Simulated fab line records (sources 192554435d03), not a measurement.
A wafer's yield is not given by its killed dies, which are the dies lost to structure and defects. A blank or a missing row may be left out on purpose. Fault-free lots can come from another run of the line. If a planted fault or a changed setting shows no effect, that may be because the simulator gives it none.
Lot-split experiment | flow n5_finfet | 39 wafers read across 7 lots, on a route 1938 steps long

## THE SPLIT
At N5_BEOL_M8_ILD_DEP_00 (deposits SiCOH lowk from DEMS/porogen, target thk 179.75 nm, time 33.4 s), the setting target_thk_a was moved away from the recipe's 1797.5 angstrom on 12 of the 39 wafers read, by -33.6% to -18.8%. For the rest of the wafers, this setting stayed at what the recipe calls for.

## BETWEEN THE SPLIT AND THE READING: the file shows 1 step in between
- N5_BEOL_M8_CURE_74: cures SiCOH lowk, time 240 s

## THE READING
M8_ILD_THK (nm), taken at N5_BEOL_M8_THK_MEAS_01. On this fab line, fault-free wafers typically give 154.2 nm with a standard deviation of 2.5 nm.

wafer  | tool, chamber at the split | target_thk_a as run, angstrom | against the recipe | M8_ILD_THK, nm | against lot-mates on the recipe
L074.1 | pecvd-04, 1                | 1797.5                        | recipe             | 153.8          | -
L074.2 | pecvd-04, 2                | 1797.5                        | recipe             | 153.5          | -
L074.3 | pecvd-04, 0                | 1422                          | -20.9%             | 121.2          | -33.0
L074.4 | pecvd-04, 2                | 1422                          | -20.9%             | 123.4          | -30.8
L074.5 | pecvd-04, 1                | 1422                          | -20.9%             | 123.0          | -31.2
L074.6 | pecvd-04, 0                | 1797.5                        | recipe             | 155.4          | -
L076.1 | pecvd-03, 2                | 1460                          | -18.8%             | 124.6          | -30.6
L076.2 | pecvd-03, 0                | 1460                          | -18.8%             | 122.9          | -32.3
L076.3 | pecvd-03, 1                | 1460                          | -18.8%             | 124.7          | -30.5
L076.4 | pecvd-03, 0                | 1797.5                        | recipe             | 153.2          | -
L076.5 | pecvd-03, 2                | 1797.5                        | recipe             | 157.2          | -
L076.6 | pecvd-03, 1                | 1797.5                        | recipe             | 155.3          | -
L077.1 | pecvd-02, 1                | 1797.5                        | recipe             | 153.8          | -
L077.4 | pecvd-02, 0                | 1797.5                        | recipe             | 158.1          | -
L077.6 | pecvd-02, 1                | 1797.5                        | recipe             | 158.4          | -
L080.1 | pecvd-02, 2                | 1797.5                        | recipe             | 154.5          | -
L080.2 | pecvd-02, 1                | 1797.5                        | recipe             | 153.5          | -
L080.3 | pecvd-02, 0                | 1797.5                        | recipe             | 154.9          | -
L080.4 | pecvd-02, 0                | 1329                          | -26.1%             | 116.5          | -37.8
L080.5 | pecvd-02, 2                | 1329                          | -26.1%             | 116.2          | -38.1
L080.6 | pecvd-02, 1                | 1329                          | -26.1%             | 115.7          | -38.6
L091.1 | pecvd-04, 0                | 1797.5                        | recipe             | 154.6          | -
L091.2 | pecvd-04, 1                | 1797.5                        | recipe             | 153.4          | -
L091.3 | pecvd-04, 2                | 1797.5                        | recipe             | 156.3          | -
L091.4 | pecvd-04, 0                | 1797.5                        | recipe             | 154.6          | -
L091.5 | pecvd-04, 1                | 1797.5                        | recipe             | 154.5          | -
L091.6 | pecvd-04, 2                | 1797.5                        | recipe             | 158.0          | -
L092.1 | pecvd-04, 2                | 1797.5                        | recipe             | 154.1          | -
L092.2 | pecvd-04, 1                | 1193                          | -33.6%             | 101.4          | -52.7
L092.3 | pecvd-04, 0                | 1797.5                        | recipe             | 152.5          | -
L092.4 | pecvd-04, 0                | 1193                          | -33.6%             | 102.1          | -52.0
L092.5 | pecvd-04, 1                | 1797.5                        | recipe             | 155.7          | -
L092.6 | pecvd-04, 2                | 1193                          | -33.6%             | 101.9          | -52.2
L096.1 | pecvd-03, 0                | 1797.5                        | recipe             | 147.5          | -
L096.2 | pecvd-03, 2                | 1797.5                        | recipe             | 150.9          | -
L096.3 | pecvd-03, 1                | 1797.5                        | recipe             | 150.5          | -
L096.4 | pecvd-03, 0                | 1797.5                        | recipe             | 149.4          | -
L096.5 | pecvd-03, 1                | 1797.5                        | recipe             | 150.7          | -
L096.6 | pecvd-03, 2                | 1797.5                        | recipe             | 153.3          | -

THE FIT
A straight line over all 39 wafers: M8_ILD_THK changes by +1.52 nm for each +1% of target_thk_a; r = +0.99; the points scatter about the line by 2.3 nm.
The same after taking each lot's own level away (the mean of its wafers on the recipe; 39 wafers): +1.54 nm for each +1%; r = +1.00; scatter 1.6 nm.
That fit puts the effect of the largest move of target_thk_a on the reading at 52 nm.
Measured against the standard deviation above, the lots' own levels, which go from 150.38 to 156.77 nm, span 2.6 times it.
The two slopes are in agreement: the lot-to-lot level therefore moves the slope only a little.
Check: -51.6 nm against its lot-mates is what the line predicts for one of the wafers moved furthest among these (-33.6%) when that wafer is left out of the fit. Against them it came out at -52.7 nm.

## OTHER SPLITS ON THESE WAFERS
These wafers also went through other splits before the reading. Each is held against what the fit with the lots' levels taken away leaves over:
other split on the same wafers     | wafers away from the commonest value | r with M8_ILD_THK (lot level and that fit taken away)
N5_BEOL_M1_ILD_DEP_00 time_s       | 12                                   | -0.16
N5_BEOL_M5_ILD_DEP_00 target_thk_a | 18                                   | +0.29

## THE WHOLE CHAIN: every reading that the file lists as answering this split, in the file's order
step                   | what it does                                                             | reading                                                                                  | change (the file's fit)              | r (the file's)
N5_BEOL_M8_ILD_DEP_00  | deposits SiCOH lowk from DEMS/porogen, target thk 179.75 nm, time 33.4 s | SiCOH_lowk_of_BEOL_M8_ILD_DEP_00.thk_nm (the simulator's own value, which no gauge read) | +1.77 nm for each +1% of the setting | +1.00
N5_BEOL_M8_CURE_74     | cures SiCOH lowk, time 240 s                                             | SiCOH_lowk_of_BEOL_M8_ILD_DEP_00.thk_nm (the simulator's own value, which no gauge read) | +1.54 nm for each +1% of the setting | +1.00
N5_BEOL_M8_THK_MEAS_01 |                                                                          | M8_ILD_THK                                                                               | +1.54 for each +1% of the setting    | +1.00

## THE FILE'S OWN FIT
M8_ILD_THK changes by +1.54 nm for each +1% of target_thk_a, r = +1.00.
